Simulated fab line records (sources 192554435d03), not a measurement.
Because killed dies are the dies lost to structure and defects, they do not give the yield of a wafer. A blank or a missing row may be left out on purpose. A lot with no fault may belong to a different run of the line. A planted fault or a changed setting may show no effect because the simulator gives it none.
Split-lot study || flow n5-finfet || on a route of 1938 steps: 7 lots, 21 wafers read

== SPLIT DETAILS ==
At N5_WELL_APT_EXPOSE_05 (exposes mask NWELL, defocus 0 nm, target cd 200 nm), the setting dose-mj was moved away from the recipe's 20.3 on 6 of the 21 wafers read, by -5.9% to +7.0%. All remaining wafers had this setting at the recipe value.

== FROM THE SPLIT TO THE READING: what the file shows between them, 3 steps ==
- N5_WELL_APT_PEB_06: peb time 90 s (also split here: peb-time-s)
- N5_WELL_APT_DEVELOP_07: develop time 45 s
- N5_WELL_APT_HARDBAKE_12: time 120 s

== THE READING ==
cd-nm, in nm, at N5_WELL_APT_CD_MEAS_08 (target cd 200 nm). On this fab line, fault-free wafers typically give 200.4 nm with a standard deviation of 1.8 nm.

{"wafer": "L080.2", "tool, chamber at the split": "krf-scanner-01, 0", "dose-mj as run": 19.1, "against the recipe": "-5.9%", "cd-nm, nm": 186.7, "against lot-mates on the recipe": -11.9}
{"wafer": "L080.4", "tool, chamber at the split": "krf-scanner-01, 0", "dose-mj as run": 20.3, "against the recipe": "recipe", "cd-nm, nm": 199.2, "against lot-mates on the recipe": "-"}
{"wafer": "L080.6", "tool, chamber at the split": "krf-scanner-01, 0", "dose-mj as run": 20.3, "against the recipe": "recipe", "cd-nm, nm": 198.1, "against lot-mates on the recipe": "-"}
{"wafer": "L081.1", "tool, chamber at the split": "krf-scanner-02, 0", "dose-mj as run": 20.3, "against the recipe": "recipe", "cd-nm, nm": 200.7, "against lot-mates on the recipe": "-"}
{"wafer": "L081.3", "tool, chamber at the split": "krf-scanner-02, 0", "dose-mj as run": 20.3, "against the recipe": "recipe", "cd-nm, nm": 198.8, "against lot-mates on the recipe": "-"}
{"wafer": "L081.4", "tool, chamber at the split": "krf-scanner-02, 0", "dose-mj as run": 20.3, "against the recipe": "recipe", "cd-nm, nm": 199.8, "against lot-mates on the recipe": "-"}
{"wafer": "L082.2", "tool, chamber at the split": "krf-scanner-01, 0", "dose-mj as run": 20.3, "against the recipe": "recipe", "cd-nm, nm": 194.5, "against lot-mates on the recipe": "-"}
{"wafer": "L082.3", "tool, chamber at the split": "krf-scanner-01, 0", "dose-mj as run": 20.3, "against the recipe": "recipe", "cd-nm, nm": 200.2, "against lot-mates on the recipe": "-"}
{"wafer": "L082.5", "tool, chamber at the split": "krf-scanner-01, 0", "dose-mj as run": 20.3, "against the recipe": "recipe", "cd-nm, nm": 195.1, "against lot-mates on the recipe": "-"}
{"wafer": "L088.1", "tool, chamber at the split": "krf-scanner-02, 0", "dose-mj as run": 20.3, "against the recipe": "recipe", "cd-nm, nm": 201.9, "against lot-mates on the recipe": "-"}
{"wafer": "L088.3", "tool, chamber at the split": "krf-scanner-02, 0", "dose-mj as run": 20.3, "against the recipe": "recipe", "cd-nm, nm": 202.0, "against lot-mates on the recipe": "-"}
{"wafer": "L088.5", "tool, chamber at the split": "krf-scanner-02, 0", "dose-mj as run": 20.3, "against the recipe": "recipe", "cd-nm, nm": 199.5, "against lot-mates on the recipe": "-"}
{"wafer": "L091.2", "tool, chamber at the split": "krf-scanner-01, 0", "dose-mj as run": 19.85, "against the recipe": "-2.2%", "cd-nm, nm": 197.3, "against lot-mates on the recipe": "+1.5"}
{"wafer": "L091.3", "tool, chamber at the split": "krf-scanner-01, 0", "dose-mj as run": 20.3, "against the recipe": "recipe", "cd-nm, nm": 195.8, "against lot-mates on the recipe": "-"}
{"wafer": "L091.4", "tool, chamber at the split": "krf-scanner-01, 0", "dose-mj as run": 19.85, "against the recipe": "-2.2%", "cd-nm, nm": 193.0, "against lot-mates on the recipe": -2.8}
{"wafer": "L094.1", "tool, chamber at the split": "krf-scanner-01, 0", "dose-mj as run": 21.72, "against the recipe": "+7.0%", "cd-nm, nm": 213.3, "against lot-mates on the recipe": "+10.5"}
{"wafer": "L094.3", "tool, chamber at the split": "krf-scanner-01, 0", "dose-mj as run": 20.3, "against the recipe": "recipe", "cd-nm, nm": 202.8, "against lot-mates on the recipe": "-"}
{"wafer": "L094.5", "tool, chamber at the split": "krf-scanner-01, 0", "dose-mj as run": 21.72, "against the recipe": "+7.0%", "cd-nm, nm": 210.3, "against lot-mates on the recipe": "+7.5"}
{"wafer": "L097.3", "tool, chamber at the split": "krf-scanner-01, 0", "dose-mj as run": 20.3, "against the recipe": "recipe", "cd-nm, nm": 196.2, "against lot-mates on the recipe": "-"}
{"wafer": "L097.4", "tool, chamber at the split": "krf-scanner-01, 0", "dose-mj as run": 20.3, "against the recipe": "recipe", "cd-nm, nm": 197.9, "against lot-mates on the recipe": "-"}
{"wafer": "L097.6", "tool, chamber at the split": "krf-scanner-01, 0", "dose-mj as run": 21.17, "against the recipe": "+4.3%", "cd-nm, nm": 209.4, "against lot-mates on the recipe": "+12.3"}

FIT RESULTS
A straight line over all 21 wafers: cd-nm changes by +1.95 nm for each +1% of dose-mj; r = +0.92; the points scatter about the line by 2.4 nm.
The same after taking each lot's own level away (the mean of its wafers on the recipe; 21 wafers): +1.56 nm for each +1%; r = +0.89; scatter 2.3 nm.
On that fit, the largest move of dose-mj shifts the reading by 11 nm.
Measured against the standard deviation above, the lots' own levels, which go from 195.80 to 202.80 nm, span 3.9 times it.
So the lot-to-lot level changes the slope: the two fits differ.
Check: with one of the wafers moved furthest among these (+7.0%) left out of the fit, the line predicts +11.4 nm for it against its lot-mates. It came out at +10.5 nm against them.

== ADDITIONAL SPLITS CARRIED BY THESE WAFERS ==
Before the reading, these wafers also passed through other splits. Each is held against what the fit with the lots' levels taken away leaves over:
{"other split on the same wafers": "N5_WELL_APT_PEB_06 peb-time-s", "wafers away from the commonest value": 6, "r with cd-nm (lot level and that fit taken away)": "+0.35"}

== THE WHOLE CHAIN: every reading that the file lists as answering this split, in the file's order ==
{"step": "N5_WELL_APT_CD_MEAS_08", "what it does": "target cd 200 nm", "reading": "cd-nm", "change (the file's fit)": "+1.75 nm for each +1% of the setting", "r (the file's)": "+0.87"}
{"step": "N5_WELL_APT_DESCUM_13", "what it does": "chemistry O2, time 7.9 s", "reading": "WELL_APT.cd-nm (the simulator's own value, which no gauge read)", "change (the file's fit)": "+1.72 nm for each +1% of the setting", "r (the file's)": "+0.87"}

== THE FILE'S OWN FIT ==
cd-nm changes by +1.75 nm for each +1% of dose-mj, r = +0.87.
